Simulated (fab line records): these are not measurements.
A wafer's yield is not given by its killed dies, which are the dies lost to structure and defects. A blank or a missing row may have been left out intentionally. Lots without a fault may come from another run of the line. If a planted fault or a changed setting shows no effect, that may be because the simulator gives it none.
Matching of chambers ; flow n5Finfet ; rieDiel-05 running N5_FIN_SAQP_ETCH_69: 4 sister chambers
The step etches SOC in N2/H2, stops on SiNx, target depth 150 nm. 20 wafers are shown with their chamber, then 10 later ones without.

## EACH WAFER AND ITS CHAMBER
wafer;chamber;showerheadPlenumPTorr (Torr);drypumpMotorCurrentA (A);throttleValvePct (%)
L074.3;2;2.50;5.8;18.11
L074.4;0;2.61;5.7;17.51
L074.5;1;2.49;5.9;18.14
L079.2;1;2.48;5.9;18.16
L079.3;3;2.65;6.2;17.99
L079.4;3;2.65;6.3;18.00
L081.2;2;2.49;5.8;17.75
L081.5;3;2.64;6.3;17.99
L081.6;0;2.60;5.6;17.51
L082.1;0;2.60;5.7;17.52
L082.2;3;2.64;6.3;18.01
L082.6;2;2.49;5.8;17.75
L084.2;0;2.60;5.8;17.54
L084.4;2;2.49;5.8;17.75
L084.6;0;2.60;5.7;17.53
L090.1;1;2.48;5.9;17.78
L090.2;0;2.59;5.7;17.54
L090.3;2;2.49;5.8;17.75
L091.1;0;2.59;5.7;17.55
L091.3;1;2.48;5.9;17.78

SIGNATURES (means of the wafers above)
reading;chamber 0;chamber 1;chamber 2;chamber 3;scatter within a chamber
showerheadPlenumPTorr;2.5986;2.4825;2.4920;2.6450;0.00581
drypumpMotorCurrentA;5.700;5.900;5.800;6.275;0.0415
throttleValvePct;17.5286;17.9650;17.8220;17.9975;0.123
Rule: for each reading, subtract the chamber's mean from the wafer's reading, divide by that reading's scatter and square the result; add these up over the readings and take the root, which gives the wafer's distance from the chamber. If the next closest chamber is less than 2 further off than the closest, the wafer can't be placed; otherwise it belongs to the closest. How the scatter is found: for the shown wafers, subtract from each reading the mean of its chamber, square and add these, divide the total by (wafers less chambers), then take the root.

## WAFERS WITHOUT THEIR CHAMBER
wafer;showerheadPlenumPTorr (Torr);drypumpMotorCurrentA (A);throttleValvePct (%)
L091.6;2.48;5.9;17.77
L093.1;2.47;5.9;17.78
L093.4;2.59;5.7;17.56
L093.6;2.48;5.8;17.80
L095.2;2.63;6.3;18.05
L095.4;2.48;5.8;17.79
L095.5;2.47;5.9;17.80
L097.2;2.63;6.3;18.08
L097.3;2.48;5.8;17.82
L097.5;2.47;5.9;17.81

## WHICH CHAMBER EACH ONE RAN IN
wafer;from the rows above;in truth
L091.6;can't be placed: 1 or 2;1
L093.1;can't be placed: 1 or 2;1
L093.4;0;0
L093.6;can't be placed: 2 or 1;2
L095.2;3;3
L095.4;can't be placed: 2 or 1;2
L095.5;can't be placed: 1 or 2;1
L097.2;3;3
L097.3;can't be placed: 2 or 1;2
L097.5;can't be placed: 1 or 2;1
3 of 10 placed correctly. Can't be placed from these rows: 7 (the true chamber is among the candidates in 7). 0 placed wrongly.
